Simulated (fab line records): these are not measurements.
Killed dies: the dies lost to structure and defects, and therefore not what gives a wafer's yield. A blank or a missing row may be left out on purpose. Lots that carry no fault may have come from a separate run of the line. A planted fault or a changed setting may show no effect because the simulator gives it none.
A lot that was struck, set against a sound lot / flow nand-harc / 43 out of 1302 route steps
Sound: these wafers, L322.3, L322.4, L322.5. Struck: wafer L329.4. (L329.1, L329.2 of the same lot were not struck and are left out.) The cause comes at the end.
Per side, at each step with rows, come the tool, then ch with its chambers, and then its first start. Under that, the readings that differ: sound wafers / struck wafers / difference of the means / sigmas: that difference in standard deviations of wafers without a fault.
alike: words and numbers the same on both sides, and readings whose means are apart by under 2 such deviations; not compared: readings that were withheld, readings missing a value for some wafer, numbers with overlapping values and no deviation given by the record, and bounds like >300 which may hide the same value.
The two part at a step that has a row with sigmas, a row that says differs or no value, or rows on one side only. Numbers that don't overlap but have no deviation are shown without sigmas and don't part them. A reading that every wafer of one side lacks parts them only if that side has two wafers or more.

first, 8 steps without rows for these wafers: NHARC_A_CONTACT_COAT_61 (time 75 s); NHARC_A_CONTACT_COAT_62 (time 65 s); NHARC_A_CONTACT_COAT_63 (resist thk 90 nm); NHARC_A_CONTACT_SOFTBAKE_64 (time 55 s); NHARC_A_CONTACT_EBR_65; NHARC_A_CONTACT_EXPOSE_66 (exposes mask A CC 2); NHARC_A_CONTACT_PEB_67 (peb time 65 s); NHARC_A_CONTACT_DEVELOP_68 (develop time 35 s).
NHARC_A_CONTACT_CD_MEAS_69: the cd target is 300 nm.
  sound on cd-sem-03 ch 0, day 24 03:20; struck on cd-sem-01 ch 0, day 27 13:18
  alike: cd-nm
NHARC_A_CONTACT_OVL_MEAS_70:
  struck on overlay-01, day 27 13:23; sound on overlay-02, day 24 03:26
reading=overlay-x-nm (nm); sound=1.7 1.5 1.1; struck=-0.2; difference=-1.6; sigmas=-2
reading=overlay-y-nm (nm); sound=0.5 0.9 1.1; struck=-0.9; difference=-1.7; sigmas=-2
NHARC_A_CONTACT_INSPECT_71:
  struck on defect-inspect-02, day 27 13:26; sound on defect-inspect-01, day 24 03:28
  alike: raw-defect-count
then, 1 step without rows for these wafers: NHARC_A_CONTACT_DESCUM_74 (chemistry O2, time 3 s).
NHARC_A_CONTACT_ETCH_75: etches the open film in CF4, target depth 39 nm, time 65 s.
  sound on rie-diel-06 ch 1,2, day 24 03:37; struck on rie-diel-07 ch 0, day 27 13:34
reading=throttle-valve-pct (%); sound=13.287 13.284 13.281; struck=13.267; difference=-0.017; sigmas=-2
  alike: bias-w, drypump-motor-current-A, oes-product-au, rf-vpp-V, showerhead-plenum-p-Torr
  not compared: rf-hours-counter-h
then, 1 step without rows for these wafers: NHARC_A_CONTACT_ETCH_76 (etches the open film in N2/H2, target depth 260 nm, time 475.3 s).
NHARC_A_CONTACT_ETCH_77: etches the open film in CF4/CHF3, target depth 108.9 nm, time 54.5 s.
  sound on rie-diel-06 ch 1,2,3; struck on rie-diel-07 ch 3
  alike: bias-w, drypump-motor-current-A, oes-product-au, rf-vpp-V, showerhead-plenum-p-Torr, throttle-valve-pct
  not compared: rf-hours-counter-h
then, 6 steps without rows for these wafers: NHARC_A_CONTACT_ETCH_78 (etches the open film in O2/COS, target depth 5300 nm, time 1378 s); NHARC_A_CONTACT_ETCH_124 (etches the open film in C4F8/O2/Ar, time 140 s, target depth 700 nm); NHARC_A_CONTACT_ETCH_125 (etches the open film in C4F8/O2/Ar, time 197 s, target depth 1918 nm); NHARC_A_CONTACT_ETCH_126 (etches the open film in C4F8/O2/Ar, time 197 s, target depth 1918 nm); NHARC_A_CONTACT_ETCH_127 (etches the open film in C4F8/O2/Ar, time 197 s, target depth 1918 nm); NHARC_A_CONTACT_ETCH_128 (etches the open film in C4F8/O2/Ar, time 197 s, target depth 1918 nm).
NHARC_A_CONTACT_ETCH_129: etches the open film in C4F8/O2/Ar, time 197 s, target depth 1918 nm.
  sound on har-cap-etch-01 ch 0,1, day 24 06:01; struck on har-cap-etch-03 ch 0, day 27 15:55
  not compared: rf-hours-counter-h
then, 5 steps without rows for these wafers: NHARC_A_CONTACT_ETCH_130 (etches the open film in C4F8/O2/Ar, time 197 s, target depth 1918 nm); NHARC_A_CONTACT_ETCH_131 (etches the open film in C4F8/O2/Ar, time 197 s, target depth 1918 nm); NHARC_A_CONTACT_ETCH_132 (etches the open film in C4F8/O2/Ar, time 197 s, target depth 1924 nm); NHARC_A_CONTACT_ETCH_133 (etches the open film in C4F8/O2/Ar, time 374 s, target depth 1610 nm); NHARC_A_CONTACT_ETCH_91 (etches the open film in CH3F/O2, target depth 40 nm, time 85.7 s).
NHARC_A_CONTACT_ETCH_97: etches the open film in C4F6/O2, target depth 20 nm, time 10 s.
  sound on rie-diel-06 ch 0,1; struck on rie-diel-06 ch 1
reading=bias-w (W); sound=504.3 500.9 504.6; struck=499.2; difference=-4.1; sigmas=-2
  alike: drypump-motor-current-A, oes-product-au, rf-vpp-V, showerhead-plenum-p-Torr, throttle-valve-pct
  not compared: rf-hours-counter-h
NHARC_A_CONTACT_CD_MEAS_80:
  struck on cd-sem-01, day 27 17:37; sound on cd-sem-01, day 24 07:41
reading=cd-nm (nm); sound=290.5 291.0 291.5; struck=288.9; difference=-2.1; sigmas=-3
then, 3 steps without rows for these wafers: NHARC_A_CONTACT_STRIP_103 (strips in N2/H2); NHARC_A_CONTACT_STRIP_104 (strips in CF4/CHF3); NHARC_A_CONTACT_STRIP_105 (strips in O2/COS).
NHARC_A_CONTACT_ETCH_106: etches the open film in CF4/O2, target depth 90 nm, overetch 9 nm, time 49.5 s.
  sound on rie-diel-06 ch 1,2,3, day 24 07:58; struck on rie-diel-06 ch 2, day 27 17:55
  alike: bias-w, drypump-motor-current-A, oes_ar_750_au, oes_f_703_au, oes-product-au, rf-vpp-V, showerhead-plenum-p-Torr, throttle-valve-pct
  not compared: rf-hours-counter-h
NHARC_A_CONTACT_STRIP_82: strips in O2.
  sound on rie-diel-06 ch 0,1,3; struck on rie-diel-06 ch 2
  alike: drypump-motor-current-A, oes-product-au, rf-vpp-V, showerhead-plenum-p-Torr, throttle-valve-pct
  not compared: rf-hours-counter-h
then, 8 steps without rows for these wafers: NHARC_A_CONTACT_STRIP_83 (strips in post etch residue remover, time 600 s); NHARC_A_CONTACT_DEP_84 (deposits aC, target thk 2800 nm); NHARC_A_CONTACT_DEP_85 (deposits SiON, target thk 60 nm); NHARC_A_CONTACT_DEHYDRATE_00 (time 120 s); NHARC_A_CONTACT_HMDS_01 (time 30 s); NHARC_A_CONTACT_COAT_86 (time 75 s); NHARC_A_CONTACT_COAT_87 (time 65 s); NHARC_A_CONTACT_COAT_02 (resist thk 90 nm).
-- the record jumps here: 2 days lie between the struck wafers' starts before and after (it left off in module A_CONTACT and takes up again in module END, whose first step shown is number 1302 of the route) --
NHARC_END_SORT_01:
  sound on prober-02 ch 0, day 27 11:16; struck on prober-02 ch 0, day 30 03:24
reading=killed-at-array; sound=79 77 76; struck=196; difference=+119; sigmas=+6
reading=killed-dies; sound=81 77 80; struck=200; difference=+121; sigmas=+6
  alike: killed-at-other, killed-at-periphery, killed-open, killed-short

WHERE THEY PART
Last at NHARC_END_SORT_01 as far as this record goes, first at NHARC_A_CONTACT_OVL_MEAS_70.

WHY: the cause the simulator had injected
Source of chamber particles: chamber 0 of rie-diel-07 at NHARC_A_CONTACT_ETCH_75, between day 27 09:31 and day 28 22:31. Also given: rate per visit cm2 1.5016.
